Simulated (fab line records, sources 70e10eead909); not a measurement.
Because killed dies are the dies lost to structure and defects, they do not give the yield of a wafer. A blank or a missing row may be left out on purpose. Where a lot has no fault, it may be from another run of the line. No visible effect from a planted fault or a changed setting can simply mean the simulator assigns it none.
fab line records -- flow nandHarc
[record] lots = 12, wafers = 36, lastDay = 34
route steps=1302 shown P_GATE@142 P_CONTACT@218 END@1302
lots that met no fault: from a run of the same line without faults
startH: the number of hours between the record's first day and the start of the first shown wafer of the lot -- waitH: hours from the lot's prior step to this one -- " identical to the entry in the row above -- L1.1+2: one row covering several wafers at once -- - either no value or no given start -- * or withheld: withheld -- < > ~ a bound
route shown NAME@n: a module of which the file shows steps, and the number in the route of the first -- usual: the fault-free wafers' mean and standard deviation -- same: alike in all rows -- chamber/n: place in a boat -- sites: each site's reading -- _std_site: standard deviation across them -- _edge_site: the outer-site mean with the inner-site mean subtracted -- radiusMm: for every site, how far away it sits from the centre of the wafer -- mask NAME#n: copy n -- behind: the most recent tool/chamber to have shaped the wafer -- hold: cause of the lot's hold/its duration in hours/its outcome -- device: the transistor (n, p or np) that didn't switch -- end of line: the same wafers' tests at the end of the route -- a step with no rows: only its recipe -- killed: the dies lost at the first sort to structure and to defects; this is not the yield of the wafer -- map: a wafer's dies, x killed, . not, _ none there
set.NAME: the setting as run; set.NAME@STEP: as run at that earlier step -- model.NAME: the simulator's own value behind a step, which no gauge read
one table for each step of the route and one row for each wafer, over a sample of lots
services: a tool's chamber out of use, with start hour (startH, from the record's first day; less than 0 if before it), hours out, and reason
[[steps]]
[step NHARC_P_GATE_OVL_MEAS_27]
[usual] overlayXNm = 0.1/0.9, overlayYNm = 0.1/1
lot.wafer,tool,chamber,startH,waitH,overlayXNm,overlayYNm
L594.1,overlay-02,-,93.25,-,0.7,-0.1
L594.3,overlay-02,-,93.25,-,0.5,0.3
L594.6,overlay-02,-,93.25,-,0.9,-0.2
L597.2,overlay-02,-,127.64,-,1.1,0.4
L597.3,overlay-02,-,127.64,-,0.6,0.0
L597.5,overlay-02,-,127.64,-,1.2,0.1
L600.1,overlay-01,-,158.98,-,1.6,-0.7
L600.4,overlay-01,-,158.98,-,1.2,-1.0
L600.6,overlay-01,-,158.98,-,0.5,-0.8
L601.1,overlay-02,-,165.08,-,0.9,0.1
L601.2,overlay-02,-,165.08,-,1.0,0.0
L601.5,overlay-02,-,165.08,-,0.5,-0.4
L607.1,overlay-01,-,245.37,-,-1.4,1.9
L607.3,overlay-01,-,245.37,-,-0.6,1.6
L607.6,overlay-01,-,245.37,-,-1.0,1.8
L610.3,overlay-01,-,255.75,-,-0.3,-0.2
L610.5,overlay-01,-,255.75,-,-0.5,-0.4
L610.6,overlay-01,-,255.75,-,-0.4,-0.8
L611.1,overlay-02,-,264.00,-,0.3,0.0
L611.2,overlay-02,-,264.00,-,0.0,0.0
L611.5,overlay-02,-,264.00,-,0.1,0.7
L612.1,overlay-01,-,277.21,-,-1.6,-0.4
L612.3,overlay-01,-,277.21,-,-2.7,-0.8
L612.4,overlay-01,-,277.21,-,-1.9,-0.8
L614.2,overlay-01,-,298.16,-,1.1,0.1
L614.3,overlay-01,-,298.16,-,0.3,-0.4
L614.4,overlay-01,-,298.16,-,1.1,-0.7
L616.1,overlay-02,-,319.03,-,-0.9,1.3
L616.4,overlay-02,-,319.03,-,0.2,1.3
L616.6,overlay-02,-,319.03,-,-0.4,1.4
L615.1,overlay-01,-,319.19,-,-0.4,-2.1
L615.2,overlay-01,-,319.19,-,-0.2,-1.7
L615.5,overlay-01,-,319.19,-,0.2,-2.2
L617.1,overlay-02,-,329.91,-,0.4,1.7
L617.3,overlay-02,-,329.91,-,0.5,2.4
L617.5,overlay-02,-,329.91,-,0.0,1.7
[step NHARC_P_GATE_HM_OPEN_105]
[recipe] targetDepthA = 3600, o2FlowSccm = 400, cosFlowSccm = 20, arFlowSccm = 0, rfW = 500, biasW = 300, chemistry = O2/COS
[usual] cosFlowSccm = 20.00/0.057, drypumpMotorCurrentA = 5.75/0.28, oesProductAu = 0.996/0.01, rfVppV = 467/3.5, showerheadPlenumPTorr = 3.11/0.16, throttleValvePct = 28.330/0.0088
lot.wafer,tool,chamber,startH,waitH,cosFlowSccm,drypumpMotorCurrentA,oesProductAu,rfHoursCounterH,rfVppV,showerheadPlenumPTorr,throttleValvePct
L594.1,rieDiel-01,0,-,-,20.01,6.02,0.999,4.0,463,2.96,28.333
L594.3,rieDiel-01,1,-,-,20.03,5.42,1.000,3.8,465,2.99,28.332
L594.6,rieDiel-01,0,-,-,19.94,6.01,0.994,-,463,2.96,28.328
L597.3,rieDiel-07,1,-,-,19.97,5.53,1.012,0.1,466,3.11,28.335
L597.2,rieDiel-07,3,-,-,19.96,5.27,0.986,0.1,465,3.01,28.335
L597.5,rieDiel-07,2,-,-,20.05,5.62,0.996,-,464,2.92,28.332
L600.4,rieDiel-01,2,-,-,20.10,5.72,0.996,6.7,472,3.34,28.318
L600.1,rieDiel-01,0,-,-,19.99,6.00,0.985,6.8,463,2.95,28.317
L600.6,rieDiel-01,1,-,-,20.03,5.41,0.992,-,464,2.99,28.343
L601.2,rieDiel-07,0,-,-,19.92,5.92,0.994,0.6,471,3.30,28.337
L601.1,rieDiel-07,1,-,-,20.03,5.50,1.009,0.4,468,3.11,28.331
L601.5,rieDiel-07,3,-,-,20.00,5.33,0.983,-,466,3.01,28.325
L607.3,rieDiel-07,0,-,-,20.01,5.93,1.000,4.7,472,3.30,28.337
L607.1,rieDiel-07,1,-,-,19.97,5.54,0.987,6.6,466,3.11,28.330
L607.6,rieDiel-07,3,-,-,19.95,5.31,0.982,-,465,3.01,28.353
L610.3,rieDiel-07,2,-,-,20.04,5.63,0.995,9.2,461,2.91,28.327
L610.6,rieDiel-07,1,-,-,20.05,5.50,0.995,-,466,3.11,28.337
L610.5,rieDiel-07,2,-,-,20.05,5.64,1.003,-,461,2.91,28.322
L611.2,rieDiel-01,1,-,-,20.09,5.41,0.992,2.4,464,2.99,28.308
L611.1,rieDiel-01,2,-,-,19.98,5.77,0.980,2.4,472,3.33,28.330
L611.5,rieDiel-01,3,-,-,19.93,5.87,0.980,-,471,3.30,28.317
L612.4,rieDiel-07,3,-,-,20.02,5.30,0.986,9.5,464,3.01,28.330
L612.3,rieDiel-07,0,-,-,20.06,5.90,0.998,6.5,471,3.30,28.346
L612.1,rieDiel-07,1,-,-,20.00,5.56,1.007,8.5,468,3.11,28.335
L614.2,rieDiel-01,3,-,-,19.96,5.88,0.976,5.7,471,3.30,28.324
L614.3,rieDiel-01,0,-,-,20.03,6.01,0.977,6.2,464,2.95,28.316
L614.4,rieDiel-01,1,-,-,20.02,5.41,0.989,6.3,463,2.99,28.332
L616.4,rieDiel-02,0,-,-,19.94,6.33,0.996,3.9,464,2.93,28.322
L616.1,rieDiel-02,1,-,-,20.08,5.71,1.003,3.9,471,3.28,28.326
L616.6,rieDiel-02,1,-,-,20.03,5.70,1.000,-,471,3.28,28.341
L615.1,rieDiel-07,1,-,-,20.07,5.50,1.033,1.0,466,3.11,28.341
L615.2,rieDiel-07,0,-,-,19.98,5.90,0.997,0.8,469,3.30,28.322
L615.5,rieDiel-07,1,-,-,20.10,5.51,1.022,-,466,3.11,28.324
L617.3,rieDiel-01,2,-,-,20.03,5.77,0.983,6.8,471,3.33,28.326
L617.1,rieDiel-01,0,-,-,20.10,6.01,0.971,7.5,464,2.95,28.320
L617.5,rieDiel-01,1,-,-,20.07,5.41,0.994,-,463,2.99,28.334
[step NHARC_P_CONTACT_DEP_00]
[recipe] targetThkA = 5000, tempC = 400, pressureTorr = 6.5, rfW = 900, teosFlowSccm = 161.4, flowSccm = 2650, targetThkNm = 500, gas = O2, material = SiO2
[usual] heaterPowerW = 586/93, throttleValvePct = 15.9/0.7
lot.wafer,tool,chamber,startH,waitH,heaterPowerW,throttleValvePct
L594.1,pecvd-01,0,112.30,0.3,455,16.2
L594.3,pecvd-01,0,112.30,0.3,500,16.3
L594.6,pecvd-01,0,112.30,0.3,527,15.9
L597.2,pecvd-02,2,-,-,700,14.8
L597.3,pecvd-02,0,-,-,492,16.3
L597.5,pecvd-02,1,-,-,727,16.8
L600.1,pecvd-02,2,-,-,694,15.1
L600.6,pecvd-02,0,-,-,475,16.0
L600.4,pecvd-02,2,-,-,713,14.8
L601.1,pecvd-03,2,-,-,525,15.5
L601.2,pecvd-03,0,-,-,719,16.0
L601.5,pecvd-03,1,-,-,512,16.8
L607.3,pecvd-01,0,-,-,560,16.7
L607.1,pecvd-01,1,-,-,668,15.8
L607.6,pecvd-01,0,-,-,599,16.6
L610.3,pecvd-03,2,-,-,588,14.7
L610.5,pecvd-03,0,-,-,694,16.5
L610.6,pecvd-03,2,-,-,614,14.9
L611.2,pecvd-02,1,-,-,581,16.9
L611.1,pecvd-02,2,-,-,660,14.9
L611.5,pecvd-02,0,-,-,392,16.3
L612.1,pecvd-02,2,-,-,669,15.0
L612.3,pecvd-02,1,-,-,596,17.0
L612.4,pecvd-02,1,-,-,628,17.0
L614.3,pecvd-03,0,-,-,734,16.3
L614.2,pecvd-03,2,-,-,654,14.8
L614.4,pecvd-03,2,-,-,661,14.8
L616.1,pecvd-02,1,-,-,721,16.9
L616.6,pecvd-02,1,-,-,555,17.0
L616.4,pecvd-02,2,-,-,720,14.8
L615.2,pecvd-03,2,-,-,656,15.0
L615.1,pecvd-03,0,-,-,724,16.1
L615.5,pecvd-03,0,-,-,577,16.4
L617.1,pecvd-01,2,-,-,450,15.6
L617.3,pecvd-01,1,-,-,708,16.2
L617.5,pecvd-01,0,-,-,589,16.0
[step NHARC_P_CONTACT_EXPOSE_09]
[recipe] na = 1.35, targetCdNm = 90, doseMj = 81.26, maskId = P_CA
lot.wafer,tool,chamber,startH,waitH,mask
L594.1+3+6,arfiScanner-01,0,113.54,-,P_CA#0
L597.2+3+5,arfiScanner-03,0,147.28,-,P_CA#0
L600.1+4+6,arfiScanner-01,0,180.31,-,P_CA_R1#0
L601.1+2+5,arfiScanner-01,0,184.76,-,P_CA#0
L607.1+3+6,arfiScanner-03,0,265.23,-,P_CA#0
L610.3+5+6,arfiScanner-03,0,275.70,-,P_CA#0
L611.1+2+5,arfiScanner-03,0,283.75,-,P_CA#0
L612.1+3+4,arfiScanner-01,0,296.87,-,P_CA#0
L614.2+3+4,arfiScanner-01,0,318.39,-,P_CA#0
L616.1+4+6,arfiScanner-02,0,339.44,-,P_CA#0
L615.1+2+5,arfiScanner-03,0,339.71,-,P_CA#0
L617.1+3+5,arfiScanner-01,0,349.87,-,P_CA#0
[step NHARC_P_CONTACT_CD_MEAS_12]
[recipe] targetCdNm = 90, landingEnergyEv = 500
[usual] cdNm = 90.3/0.64
[same] landingEnergyEv = 500
lot.wafer,tool,chamber,startH,waitH,cdNm
L594.1,cdSem-01,0,113.68,-,89.6
L594.3,cdSem-01,0,113.68,-,90.3
L594.6,cdSem-01,0,113.68,-,89.8
L597.2,cdSem-01,0,147.42,-,89.7
L597.3,cdSem-01,0,147.42,-,90.8
L597.5,cdSem-01,0,147.42,-,90.7
L600.1,cdSem-03,0,180.45,-,85.4
L600.4,cdSem-03,0,180.45,-,85.9
L600.6,cdSem-03,0,180.45,-,85.0
L601.1,cdSem-01,0,184.90,-,90.1
L601.2,cdSem-01,0,184.90,-,90.6
L601.5,cdSem-01,0,184.90,-,89.6
L607.1,cdSem-02,0,265.37,-,90.2
L607.3,cdSem-02,0,265.37,-,89.3
L607.6,cdSem-02,0,265.37,-,90.4
L610.3,cdSem-02,0,275.84,-,90.0
L610.5,cdSem-02,0,275.84,-,90.7
L610.6,cdSem-02,0,275.84,-,91.9
L611.1,cdSem-03,0,283.89,-,89.9
L611.2,cdSem-03,0,283.89,-,90.6
L611.5,cdSem-03,0,283.89,-,90.6
L612.1,cdSem-02,0,297.01,-,90.4
L612.3,cdSem-02,0,297.01,-,89.5
L612.4,cdSem-02,0,297.01,-,90.6
L614.2,cdSem-01,0,318.53,-,89.2
L614.3,cdSem-01,0,318.53,-,89.7
L614.4,cdSem-01,0,318.53,-,90.8
L616.1,cdSem-01,0,339.58,-,90.5
L616.4,cdSem-01,0,339.58,-,89.3
L616.6,cdSem-01,0,339.58,-,91.0
L615.1,cdSem-02,0,339.85,-,90.6
L615.2,cdSem-02,0,339.85,-,90.6
L615.5,cdSem-02,0,339.85,-,89.8
L617.1,cdSem-02,0,350.01,-,90.1
L617.3,cdSem-02,0,350.01,-,90.0
L617.5,cdSem-02,0,350.01,-,90.1
[step NHARC_P_CONTACT_CD_MEAS_19]
[usual] cdNm = 90.3/1.9
lot.wafer,tool,chamber,startH,waitH,cdNm
L594.1,cdSem-03,-,114.73,-,92.9
L594.3,cdSem-03,-,114.73,-,93.4
L594.6,cdSem-03,-,114.73,-,90.1
L597.2,cdSem-01,-,148.51,-,89.1
L597.3,cdSem-01,-,148.51,-,91.2
L597.5,cdSem-01,-,148.51,-,94.4
L600.1,cdSem-03,-,181.51,-,85.2
L600.4,cdSem-03,-,181.51,-,83.1
L600.6,cdSem-03,-,181.51,-,84.7
L601.1,cdSem-01,-,185.98,-,90.1
L601.2,cdSem-01,-,185.98,-,89.9
L601.5,cdSem-01,-,185.98,-,90.5
L607.1,cdSem-02,-,266.43,-,90.1
L607.3,cdSem-02,-,266.43,-,88.3
L607.6,cdSem-02,-,266.43,-,92.9
L610.3,cdSem-02,-,276.89,-,87.7
L610.5,cdSem-02,-,276.89,-,90.7
L610.6,cdSem-02,-,276.89,-,89.3
L611.1,cdSem-02,-,284.96,-,87.1
L611.2,cdSem-02,-,284.96,-,91.3
L611.5,cdSem-02,-,284.96,-,91.1
L612.1,cdSem-02,-,298.07,-,90.6
L612.3,cdSem-02,-,298.07,-,86.8
L612.4,cdSem-02,-,298.07,-,86.0
L614.2,cdSem-01,-,319.59,-,88.9
L614.3,cdSem-01,-,319.59,-,88.5
L614.4,cdSem-01,-,319.59,-,86.7
L616.1,cdSem-01,-,340.64,-,91.4
L616.4,cdSem-01,-,340.64,-,89.5
L616.6,cdSem-01,-,340.64,-,93.0
L615.1,cdSem-03,-,341.28,-,92.1
L615.2,cdSem-03,-,341.28,-,90.7
L615.5,cdSem-03,-,341.28,-,91.5
L617.1,cdSem-01,-,351.06,-,90.3
L617.3,cdSem-01,-,351.06,-,92.0
L617.5,cdSem-01,-,351.06,-,90.0
[step NHARC_END_SORT_01]
[recipe] tempC = 25
[usual] killedAtArray = 56/17, killedAtOther = 0.9/1.2, killedAtPeriphery = 3.9/2.5, killedDies = 61/17, killedOpen = 3.2/1.8, killedShort = 2.7/1.7
[same] grossDies = 677
lot.wafer,tool,chamber,startH,waitH,killedAtArray,killedAtOther,killedAtPeriphery,killedDies,killedOpen,killedShort
L612.1,prober-02,0,731.40,2.5,62,1,7,70,4,1
L612.3,prober-02,0,733.00,3.1,81,1,7,89,2,0
// killed by level:class
L612.1 A_CHANNEL_HOLE_D1:chamberFilmFlake=30 A_SLIT:chamberFilmFlake=18 P_BONDPAD:chamberFilmFlake=4 A_STAIRCASE:chamberFilmFlake=3 A_CONTACT:chamberFilmFlake=3 P_GATE:geometricParticle:open=1 A_DECK1_JOINT:geometricParticle:short=1 A_WL_FILL:geometricParticle:open=1
L612.3 A_CHANNEL_HOLE_D1:chamberFilmFlake=37 A_SLIT:chamberFilmFlake=36 A_WL_FILL:chamberFilmFlake=4 P_ZERO_WELL:chamberFilmFlake=3 P_BONDPAD:chamberFilmFlake=3 A_CONTACT:chamberFilmFlake=2 P_GATE:geometricParticle:open=1 A_CHANNEL_FILL_D1:geometricParticle:open=1
[[services]]
tool,chamber,startH,hours,kind
arfiScanner-01,-,80.01,4.0,pm
pecvd-03,2,107.00,5.3,repair
rieDiel-07,-,117.20,9.0,pm
pecvd-02,-,124.25,2.7,repair
pecvd-03,1,140.93,2.8,repair
rieDiel-07,1,147.18,7.6,repair
arfiScanner-03,-,159.04,0.4,repair
rieDiel-07,0,171.99,1.6,repair
pecvd-03,-,185.00,13.0,pm
arfiScanner-03,-,196.00,4.0,pm
rieDiel-01,-,204.31,9.0,pm
pecvd-03,1,205.36,44.7,repair
arfiScanner-03,-,214.50,0.8,repair
pecvd-02,-,227.00,13.0,pm
pecvd-03,0,231.13,29.6,repair
rieDiel-07,0,235.24,6.1,repair
arfiScanner-03,-,237.99,0.6,repair
arfiScanner-03,-,250.14,0.8,repair
arfiScanner-01,-,252.01,4.0,pm
rieDiel-07,3,255.63,10.9,repair
rieDiel-07,-,294.26,9.0,pm
rieDiel-01,3,319.03,2.6,repair
pecvd-03,-,327.30,1.8,repair
rieDiel-07,3,344.76,8.5,repair
[[key]]
[firstSign] step = NHARC_P_CONTACT_EXPOSE_09, reading = mask, direction = changed
[effect] step = NHARC_P_CONTACT_CD_MEAS_12, reading = cdNm, direction = down, sigmas = 7.6, usual = 90.3, struck = 85.4
[effect] step = NHARC_P_CONTACT_CD_MEAS_19, reading = cdNm, direction = down, sigmas = 3.2, usual = 90.3, struck = 84.3
metAt NHARC_P_CONTACT_EXPOSE_09
struckLots L600
testerLeftOut L600
notActingAt NHARC_P_GATE_OVL_MEAS_27,NHARC_P_GATE_HM_OPEN_105,NHARC_P_CONTACT_DEP_00
onsetBetween 113.54 180.31
[fault] kind = wrongMask, tool = any, chamber = -, onsetH = 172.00, steps = NHARC_P_CONTACT_EXPOSE_09, auxCopy = P_CA_R1#0, cdOffsetNm = -5.2781, scope = struckLotsOnly
// testerLeftOut: of these lots the tester's yield and bins aren't shown, on N5 and GAA mostly nor the transistor test; their killed dies are dies lost to structure and defects alone, not to doping, threshold or leakage, so they don't give the yield
